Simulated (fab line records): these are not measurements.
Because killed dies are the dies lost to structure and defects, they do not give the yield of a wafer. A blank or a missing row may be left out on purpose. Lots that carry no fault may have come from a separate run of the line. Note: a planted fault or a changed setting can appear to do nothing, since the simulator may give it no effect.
Chamber matching	flow nand harc	NHARC_A_STAIRCASE_DEP_280 on pecvd-03 has 3 sister chambers
The step deposits SiON, target thk 30 nm. 6 wafers are shown with their chamber, then 12 later ones without.

## WAFERS WITH THEIR CHAMBER
wafer	chamber	heater power w (W)	susceptor temp C (C)
L083.1	1	725	400.32
L084.4	0	610	400.04
L084.5	2	809	399.61
L086.2	2	811	399.82
L086.3	1	638	400.13
L086.5	0	689	400.14

## WAFERS WITHOUT THEIR CHAMBER
wafer	heater power w (W)	susceptor temp C (C)
L088.1	704	399.89
L088.4	675	399.84
L088.5	802	399.89
L091.2	733	399.81
L091.4	800	399.88
L091.5	611	399.89
L093.1	648	399.99
L093.2	820	400.08
L093.4	646	400.15
L094.2	702	400.28
L094.4	746	400.14
L094.5	691	400.01

## EACH ONE'S CHAMBER
wafer	from the rows above	in truth
L088.1	can't be placed: 0 or 2 or 1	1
L088.4	can't be placed: 0 or 2 or 1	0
L088.5	2	2
L091.2	can't be placed: 2 or 0 or 1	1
L091.4	2	2
L091.5	can't be placed: 0 or 1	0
L093.1	can't be placed: 0 or 1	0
L093.2	can't be placed: 2 or 1 or 0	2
L093.4	can't be placed: 0 or 1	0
L094.2	can't be placed: 1 or 0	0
L094.4	can't be placed: 1 or 0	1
L094.5	can't be placed: 0 or 1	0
Correctly placed: 2 of 12. Can't be placed from these rows: 10 (the true chamber is among the candidates in 10). Wrongly placed: 0.
How it was worked out, from the rows above alone: a wafer's distance from a chamber is the root of the sum, over the readings, of the square of ((its reading less the chamber's mean) divided by the reading's scatter). The wafer belongs to the nearest chamber; if the next one is less than 2 further off, it can't be placed. The mean given for a chamber averages the wafers shown for that chamber. The scatter is the square root of a quotient: the sum, over the shown wafers, of each reading's squared deviation from its chamber's mean, divided by wafers minus chambers.
